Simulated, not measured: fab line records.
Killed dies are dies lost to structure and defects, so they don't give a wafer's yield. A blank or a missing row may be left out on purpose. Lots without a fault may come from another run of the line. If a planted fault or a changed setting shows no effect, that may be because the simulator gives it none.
Chamber matching :: flow n5_finfet :: N5_STI_FIN_REVEAL_ETCH_34 on rie_si-06: 4 sister chambers
The step etches Si in H2, material Si, target depth 0.97 nm. 4 wafers are shown with their chamber, then 7 later ones without.

== WAFERS PAIRED WITH THEIR CHAMBERS ==
wafer: L084.5
chamber: 2
drypump_motor_current_A (A): 5.0

wafer: L084.6
chamber: 3
drypump_motor_current_A (A): 6.0

wafer: L085.2
chamber: 1
drypump_motor_current_A (A): 5.8

wafer: L085.4
chamber: 0
drypump_motor_current_A (A): 5.2

== WAFERS WHOSE CHAMBER IS MISSING ==
wafer: L085.5
drypump_motor_current_A (A): 5.8

wafer: L092.1
drypump_motor_current_A (A): 5.8

wafer: L092.2
drypump_motor_current_A (A): 5.2

wafer: L092.3
drypump_motor_current_A (A): 5.1

wafer: L097.2
drypump_motor_current_A (A): 6.0

wafer: L097.3
drypump_motor_current_A (A): 5.8

wafer: L097.6
drypump_motor_current_A (A): 5.8

== CHAMBER TAKEN BY EACH ==
wafer: L085.5
from the rows above: 1
in truth: 1

wafer: L092.1
from the rows above: 1
in truth: 1

wafer: L092.2
from the rows above: 0
in truth: 0

wafer: L092.3
from the rows above: can't be placed: 2 or 0
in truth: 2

wafer: L097.2
from the rows above: 3
in truth: 3

wafer: L097.3
from the rows above: 1
in truth: 1

wafer: L097.6
from the rows above: 1
in truth: 1
6 of 7 placed correctly. Not placeable from these rows: 1 (in 1, the candidates include the true chamber). Wrongly placed: 0.
How it was worked out, from the rows above alone: a wafer's distance from a chamber is the root of the sum, over the readings, of the square of ((its reading less the chamber's mean) divided by the reading's scatter). The wafer belongs to the nearest chamber; if the next one is less than 2 further off, it can't be placed. Each chamber's mean is taken over the wafers shown for it. The scatter: root of mean squared gap, hidden wafer to nearest shown wafer, with one shown wafer a chamber.
